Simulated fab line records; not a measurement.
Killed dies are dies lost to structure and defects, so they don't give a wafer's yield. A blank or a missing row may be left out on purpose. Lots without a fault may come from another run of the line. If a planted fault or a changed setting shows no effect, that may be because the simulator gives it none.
Which tool was responsible? -- flow nand harc -- 6 lots with 17 wafers sampled at 5 steps, on a route of 1302 steps

## WHAT THE GAUGES SHOWED, per wafer
NHARC_END_SORT_01.
lot,measured,on,defect limited yield (%)
L492,day 25 12:31,prober-02,87.0 87.4 87.1
L496,day 27 08:58,prober-01,89.7 92.6 92.9
L498,day 29 18:06,prober-02,89.2 90.4 91.1

## TOOL THAT RAN EACH LOT (tool first, then ch and the chambers of the sampled wafers, then the start)
lot,NHARC_P_M1_PVD_21,NHARC_P_M1_CMP_23,NHARC_P_M2_SOFTBAKE_04,NHARC_P_M2_DESCUM_14
L492,"pvd sputter-02, day 7 09:39 or earlier","cmp-02 ch 0,1, day 7 09:39","litho track-06 ch 0, day 7 11:00","rie diel-13 ch 0,2,3, day 7 11:40"
L496,"pvd sputter-01, day 9 09:11 or earlier","cmp-03 ch 0,3, day 9 09:11","litho track-06 ch 0, day 9 10:00","rie diel-13 ch 0,1,2, day 9 11:15"
L498,"pvd sputter-03, day 10 18:08 or earlier","cmp-03 ch 0,1,3, day 10 18:08","litho track-06 ch 0, day 10 19:00","rie diel-04 ch 0,1,3, day 10 20:15"
L500,"pvd sputter-03, day 11 03:10 or earlier","cmp-02 ch 0,1,3, day 11 03:10","litho track-06 ch 0, day 11 04:00","rie diel-04 ch 0,2,3, day 11 05:10"
L502,"pvd sputter-02, day 11 14:25 or earlier","cmp-02 ch 1,3, day 11 14:25","litho track-06 ch 0, day 11 15:00","rie diel-04 ch 2,3, day 11 16:29"
L510,"pvd sputter-02, day 14 23:32 or earlier","cmp-02 ch 1,2,3, day 14 23:32","litho track-06 ch 0, day 15 00:00","rie diel-04 ch 0,3, day 15 01:35"
- NHARC_P_M1_PVD_21: deposits Cu, target thk 30 nm, time 20.49 s.
- NHARC_P_M1_CMP_23: polishes, t overpolish 20 s, target thk 157.82 nm.
- NHARC_P_M2_SOFTBAKE_04: time 55 s.
- NHARC_P_M2_DESCUM_14: chemistry O2, time 3 s.

## THE ANSWER, worked out from the rows above alone
Rule: the usual values come from the lots themselves. The widest of any qualifying gaps counts: lots, ordered by their means at a reading, are off when they make up no more than a third of the lots, leave a main group of 4 or more, and stand apart from it by 3 or more times the standard deviation of that group's means. Not used: any main group whose means are identical at the precision the tables above print for the reading. Also off: a lot with no number at a reading for which 4 or more lots have one. All remaining lots with rows at the step are treated as sound.
Nothing can be told from this: no lot is off at any reading shown.

## WHAT THE SIMULATOR HAD PUT IN
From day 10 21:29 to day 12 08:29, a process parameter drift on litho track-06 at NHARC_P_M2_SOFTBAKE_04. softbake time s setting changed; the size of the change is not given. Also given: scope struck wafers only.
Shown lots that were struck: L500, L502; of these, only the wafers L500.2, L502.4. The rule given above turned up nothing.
